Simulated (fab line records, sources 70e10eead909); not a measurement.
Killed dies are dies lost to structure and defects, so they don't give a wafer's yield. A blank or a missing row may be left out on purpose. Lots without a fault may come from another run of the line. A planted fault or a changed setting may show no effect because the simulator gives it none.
fab line records | flow nand_harc
record lots=6 wafers=18 last_day=34
route steps=1302 shown A_SOURCE_PLATE@414 A_ONON_D1@424 END@1302
lots that met no fault: from a run of the same line without faults
start_h: hours from the record's first day to the start of the lot's first wafer shown | wait_h: hours since the lot's step before | " the same as in the row above | L1.1+2: a row that stands for several wafers | - no value, or no start given | * or withheld: withheld | < > ~ a bound
route shown NAME@n: a module of which the file shows steps, and the number in the route of the first | usual: mean/standard deviation of fault-free wafers | same: alike in all rows | chamber/n: place in a boat | sites: the reading at each site | _std_site: their standard deviation | _edge_site: outer sites' mean less inner sites' | radius_mm: how far each site lies from the wafer's centre | mask NAME#n: copy n | behind: the tool/chamber that last shaped the wafer | hold: why the lot was held/for how many hours/how that ended | device: the transistor (n, p or np) that didn't switch | end of line: the same wafers' tests at the end of the route | a step without rows: its recipe alone | killed: dies lost to structure and defects at the first sort, not the wafer's yield | map: a wafer's dies, x killed, . not, _ none there
set.NAME: the setting as run; set.NAME@STEP: as run at that earlier step | model.NAME: the simulator's own value behind a step, which no gauge read
lots at some steps of the route; a table a step, a row a wafer
services: from which hour (start_h, from the record's first day; less than 0 if before it) a tool's chamber was out of use, for how many hours, and why
## steps
# step NHARC_A_SOURCE_PLATE_SRD_01
# step NHARC_A_SOURCE_PLATE_OXIDE_02
# recipe target_thk_a=100 temp_c=900 ox_time_s=1362 material=SiO2
# step NHARC_A_SOURCE_PLATE_THK_MEAS_09
# recipe thk_meas_gauge=ellipsometry
# usual thk_nm=9.7/1.1
# columns lot.wafer tool chamber start_h wait_h thk_nm
L176.2 film_metro-02 - 150.06 0.4 7.7
L176.5 " - " " 9.5
L176.6 " - " " 9.8
L184.4 film_metro-02 - 236.50 0.4 8.9
L184.5 " - " " 9.1
L184.6 " - " " 9.5
L185.1 film_metro-02 - 248.83 0.4 11.2
L185.4 " - " " 10.2
L185.5 " - " " 12.0
L191.1 film_metro-02 - 313.82 0.4 7.3
L191.4 " - " " 8.8
L191.5 " - " " 10.4
L197.2 film_metro-02 - 367.95 0.4 10.9
L197.3 " - " " 11.9
L197.6 " - " " 8.1
L198.2 film_metro-01 - 377.06 0.4 10.1
L198.4 " - " " 10.4
L198.6 " - " " 9.6
# step NHARC_A_SOURCE_PLATE_PVD_04
# recipe target_thk_a=500 material=WSi2
# step NHARC_A_SOURCE_PLATE_CVD_03
# recipe target_thk_a=2000 temp_c=620 pressure_mtorr=200 time_s=4000 material=poly-Si
# step NHARC_A_SOURCE_PLATE_ANNEAL_05
# recipe temp_c=850 time_s=1800
# step NHARC_A_SOURCE_PLATE_THK_MEAS_06
# recipe thk_meas_gauge=ellipsometry
# usual thk_nm=199.8/2.4
# columns lot.wafer tool chamber start_h wait_h thk_nm
L176.2 film_metro-01 - 163.05 0.4 201.7
L176.5 " - " " 203.6
L176.6 " - " " 202.7
L184.4 film_metro-02 - 252.13 0.4 202.5
L184.5 " - " " 201.6
L184.6 " - " " 202.2
L185.1 film_metro-02 - 261.32 0.4 199.6
L185.4 " - " " 199.2
L185.5 " - " " 200.3
L191.1 film_metro-02 - 327.96 0.4 200.6
L191.4 " - " " 202.7
L191.5 " - " " 203.7
L197.2 film_metro-01 - 380.97 0.4 201.0
L197.3 " - " " 201.1
L197.6 " - " " 199.0
L198.2 film_metro-01 - 393.33 0.4 197.2
L198.4 " - " " 197.3
L198.6 " - " " 199.5
# step NHARC_A_SOURCE_PLATE_INSPECT_08
# usual raw_defect_count=55/22
# columns lot.wafer tool chamber start_h wait_h raw_defect_count
L176.2 defect_inspect-02 - 163.17 0.0 37
L176.5 " - " " 38
L176.6 " - " " 31
L184.4 defect_inspect-02 - 252.23 0.0 47
L184.5 " - " " 33
L184.6 " - " " 47
L185.1 defect_inspect-02 - 261.43 0.0 73
L185.4 " - " " 29
L185.5 " - " " 64
L191.1 defect_inspect-02 - 328.02 0.0 45
L191.4 " - " " 85
L191.5 " - " " 48
L197.2 defect_inspect-02 - 381.03 0.0 28
L197.3 " - " " 29
L197.6 " - " " 40
L198.2 defect_inspect-01 - 393.41 0.0 33
L198.4 " - " " 28
L198.6 " - " " 48
# step NHARC_A_ONON_D1_DEP_00
# recipe target_thk_a=10000 n2_flow_sccm=2750 n2o_flow_sccm=2000 nh3_flow_sccm=500 sih4_flow_sccm=210 temp_c=400
# step NHARC_A_ONON_D1_THK_MEAS_02
# recipe thk_meas_gauge=ellipsometry
# usual thk_nm=1002/9.2
# columns lot.wafer tool chamber start_h wait_h thk_nm
L176.2 film_metro-01 - 163.74 - 1012
L176.5 " - " " 1012
L176.6 " - " " 1011
L184.4 film_metro-02 - 252.81 - 1004
L184.5 " - " " 1005
L184.6 " - " " 1005
L185.1 film_metro-02 - 262.03 - 1007
L185.4 " - " " 1010
L185.5 " - " " 1008
L191.1 film_metro-02 - 328.63 - 1001
L191.4 " - " " 1002
L191.5 " - " " 1003
L197.2 film_metro-01 - 381.61 - 992
L197.3 " - " " 994
L197.6 " - " " 994
L198.2 film_metro-02 - 393.99 - 1000
L198.4 " - " " 1000
L198.6 " - " " 1001
# step NHARC_A_ONON_D1_DEP_03
# recipe target_thk_a=10000 n2_flow_sccm=2750 n2o_flow_sccm=2000 nh3_flow_sccm=500 sih4_flow_sccm=210 temp_c=400
# columns lot.wafer tool chamber start_h wait_h
L176.2+5+6 pecvd_onon-03 0 163.85 0.1
L184.4+5+6 pecvd_onon-04 0 253.04 0.2
L185.1+4+5 pecvd_onon-04 0 262.08 0.1
L191.1+4+5 pecvd_onon-03 0 328.68 0.1
L197.2+3+6 pecvd_onon-04 0 381.72 0.1
L198.2+4+6 pecvd_onon-02 0 394.10 0.1
# step NHARC_A_ONON_D1_THK_MEAS_05
# recipe thk_meas_gauge=ellipsometry
# usual thk_nm=1001/9.9
# columns lot.wafer tool chamber start_h wait_h thk_nm
L176.2 film_metro-01 - 164.31 - 1004
L176.5 " - " " 1005
L176.6 " - " " 1004
L184.4 film_metro-01 - 253.38 - 1096
L184.5 " - " " 1097
L184.6 " - " " 1097
L185.1 film_metro-02 - 262.59 - 1089
L185.4 " - " " 1089
L185.5 " - " " 1091
L191.1 film_metro-01 - 329.22 - 982
L191.4 " - " " 982
L191.5 " - " " 981
L197.2 film_metro-01 - 382.18 - 1003
L197.3 " - " " 1002
L197.6 " - " " 1004
L198.2 film_metro-02 - 394.56 - 995
L198.4 " - " " 991
L198.6 " - " " 992
# step NHARC_A_ONON_D1_DEP_06
# recipe target_thk_a=10000 n2_flow_sccm=2750 n2o_flow_sccm=2000 nh3_flow_sccm=500 sih4_flow_sccm=210 temp_c=400
# step NHARC_END_SORT_01
# recipe temp_c=25
# usual killed_at_array=56/19 killed_at_other=1.0/1.3 killed_at_periphery=3.8/2.2 killed_dies=61/19 killed_open=3.1/1.9 killed_short=2.3/1.5
# same gross_dies=677
# columns lot.wafer tool chamber start_h wait_h killed_at_array killed_at_other killed_at_periphery killed_dies killed_open killed_short
L185.1 prober-01 0 648.37 2.5 676 1 0 677 1 3
L185.4 prober-01 0 650.76 3.4 674 2 1 677 3 2
L185.5 prober-01 0 651.56 3.7 674 1 2 677 1 1
L184.4 prober-02 0 650.68 3.4 672 2 3 677 6 0
L184.5 prober-02 0 651.48 3.7 669 1 7 677 3 1
L184.6 prober-02 0 652.27 4.0 673 2 2 677 4 3
# killed by level:class
L185.1 A_ONON_D1:area_dep=634 A_SLIT:chamber_film_flake=20 A_CHANNEL_HOLE_D2:chamber_film_flake=6 A_STAIRCASE:chamber_film_flake=5 A_CHANNEL_FILL_D1:geometric_particle:short=2 A_CHANNEL_HOLE_D1:chamber_film_flake=2 A_DECK1_JOINT:chamber_film_flake=2 A_BLC:chamber_film_flake=2
L184.4 A_ONON_D1:area_dep=618 A_SLIT:chamber_film_flake=25 A_CHANNEL_HOLE_D2:chamber_film_flake=10 A_CHANNEL_HOLE_D1:chamber_film_flake=4 A_CONTACT:chamber_film_flake=4 A_BLC:geometric_particle:open=2 A_CHANNEL_FILL_D1:chamber_film_flake=2 A_STAIRCASE:chamber_film_flake=2
L185.4 A_ONON_D1:area_dep=616 A_SLIT:chamber_film_flake=21 A_CHANNEL_HOLE_D2:chamber_film_flake=10 A_CONTACT:chamber_film_flake=9 A_CHANNEL_HOLE_D1:chamber_film_flake=6 A_STAIRCASE:chamber_film_flake=5 THIN_TSV:chamber_film_flake=2 P_CONTACT:geometric_particle:open=1
L184.5 A_ONON_D1:area_dep=605 A_SLIT:chamber_film_flake=31 A_CHANNEL_HOLE_D2:chamber_film_flake=12 A_SGD_CUT:chamber_film_flake=5 A_STAIRCASE:chamber_film_flake=4 A_CONTACT:chamber_film_flake=4 P_BONDPAD:chamber_film_flake=3 A_CHANNEL_HOLE_D1:chamber_film_flake=3
L185.5 A_ONON_D1:area_dep=609 A_SLIT:chamber_film_flake=27 A_CHANNEL_HOLE_D2:chamber_film_flake=12 A_BLC:chamber_film_flake=8 A_STAIRCASE:chamber_film_flake=7 A_CONTACT:chamber_film_flake=6 A_CHANNEL_HOLE_D1:chamber_film_flake=4 P_GATE:geometric_particle:short=1
L184.6 A_ONON_D1:area_dep=615 A_SLIT:chamber_film_flake=28 A_CHANNEL_HOLE_D2:chamber_film_flake=10 A_CHANNEL_HOLE_D1:chamber_film_flake=5 A_CONTACT:chamber_film_flake=5 P_M0:geometric_particle:open=1 P_M1:geometric_particle:open=1 A_ONON_D1:geometric_particle:short=1
# map L184.4 (x killed, . not)
____________x____________
_________xxxxxxx_________
_______xxxxxxxxxxx_______
______xxxxxxxxxxxxx______
_____xxxxxxxxxxxxxxx_____
____xxxxxxxxxxxxxxxxx____
____xxxxxxxxxxxxxxxxx____
___xxxxxxxxxxxxxxxxxxx___
___xxxxxxxxxxxxxxxxxxx___
__xxxxxxxxxxxxxxxxxxxxx__
__xxxxxxxxxxxxxxxxxxxxx__
_xxxxxxxxxxxxxxxxxxxxxxx_
_xxxxxxxxxxxxxxxxxxxxxxx_
_xxxxxxxxxxxxxxxxxxxxxxx_
_xxxxxxxxxxxxxxxxxxxxxxx_
_xxxxxxxxxxxxxxxxxxxxxxx_
xxxxxxxxxxxxxxxxxxxxxxxxx
xxxxxxxxxxxxxxxxxxxxxxxxx
xxxxxxxxxxxxxxxxxxxxxxxxx
xxxxxxxxxxxxxxxxxxxxxxxxx
xxxxxxxxxxxxxxxxxxxxxxxxx
_xxxxxxxxxxxxxxxxxxxxxxx_
_xxxxxxxxxxxxxxxxxxxxxxx_
_xxxxxxxxxxxxxxxxxxxxxxx_
_xxxxxxxxxxxxxxxxxxxxxxx_
_xxxxxxxxxxxxxxxxxxxxxxx_
__xxxxxxxxxxxxxxxxxxxxx__
__xxxxxxxxxxxxxxxxxxxxx__
___xxxxxxxxxxxxxxxxxxx___
___xxxxxxxxxxxxxxxxxxx___
____xxxxxxxxxxxxxxxxx____
____xxxxxxxxxxxxxxxxx____
_____xxxxxxxxxxxxxxx_____
______xxxxxxxxxxxxx______
_______xxxxxxxxxxx_______
_________xxxxxxx_________
____________x____________
# map L185.1 (x killed, . not)
____________x____________
_________xxxxxxx_________
_______xxxxxxxxxxx_______
______xxxxxxxxxxxxx______
_____xxxxxxxxxxxxxxx_____
____xxxxxxxxxxxxxxxxx____
____xxxxxxxxxxxxxxxxx____
___xxxxxxxxxxxxxxxxxxx___
___xxxxxxxxxxxxxxxxxxx___
__xxxxxxxxxxxxxxxxxxxxx__
__xxxxxxxxxxxxxxxxxxxxx__
_xxxxxxxxxxxxxxxxxxxxxxx_
_xxxxxxxxxxxxxxxxxxxxxxx_
_xxxxxxxxxxxxxxxxxxxxxxx_
_xxxxxxxxxxxxxxxxxxxxxxx_
_xxxxxxxxxxxxxxxxxxxxxxx_
xxxxxxxxxxxxxxxxxxxxxxxxx
xxxxxxxxxxxxxxxxxxxxxxxxx
xxxxxxxxxxxxxxxxxxxxxxxxx
xxxxxxxxxxxxxxxxxxxxxxxxx
xxxxxxxxxxxxxxxxxxxxxxxxx
_xxxxxxxxxxxxxxxxxxxxxxx_
_xxxxxxxxxxxxxxxxxxxxxxx_
_xxxxxxxxxxxxxxxxxxxxxxx_
_xxxxxxxxxxxxxxxxxxxxxxx_
_xxxxxxxxxxxxxxxxxxxxxxx_
__xxxxxxxxxxxxxxxxxxxxx__
__xxxxxxxxxxxxxxxxxxxxx__
___xxxxxxxxxxxxxxxxxxx___
___xxxxxxxxxxxxxxxxxxx___
____xxxxxxxxxxxxxxxxx____
____xxxxxxxxxxxxxxxxx____
_____xxxxxxxxxxxxxxx_____
______xxxxxxxxxxxxx______
_______xxxxxxxxxxx_______
_________xxxxxxx_________
____________x____________
## services
# columns tool chamber start_h hours kind
pecvd_onon-02 - 185.09 13.0 pm
pecvd_onon-03 - 227.00 13.0 pm
pecvd_onon-04 - 311.46 13.0 pm
pecvd_onon-02 - 366.09 13.0 pm
## key
first_sign step=NHARC_A_ONON_D1_THK_MEAS_05 reading=thk_nm direction=up sigmas=9.4 usual=1001 struck=1093
effect step=NHARC_END_SORT_01 reading=killed_at_array direction=up sigmas=33 usual=56 struck=673
more_kills_born_at NHARC_A_ONON_D1_DEP_03@pecvd_onon-04=3697
met_at NHARC_A_ONON_D1_DEP_03
struck_wafers L184.4,L184.5,L184.6,L185.1,L185.4,L185.5
later_rows_left_out L184.4,L184.5,L184.6,L185.1,L185.4,L185.5
tester_left_out L184,L185
fault kind=process_parameter_drift tool=pecvd_onon-04 chamber=- onset_h=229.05 steps=NHARC_A_ONON_D1_DEP_03 channel=target_thk_a offset=* shape=step end_h=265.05 acts_in=* stated=*
# tester_left_out: of these lots the tester's yield and bins aren't shown, on N5 and GAA mostly nor the transistor test; their killed dies are dies lost to structure and defects alone, not to doping, threshold or leakage, so they don't give the yield
# later_rows_left_out: the simulator's readings of these wafers behind a module that went badly wrong aren't trusted and aren't shown, but for the sort
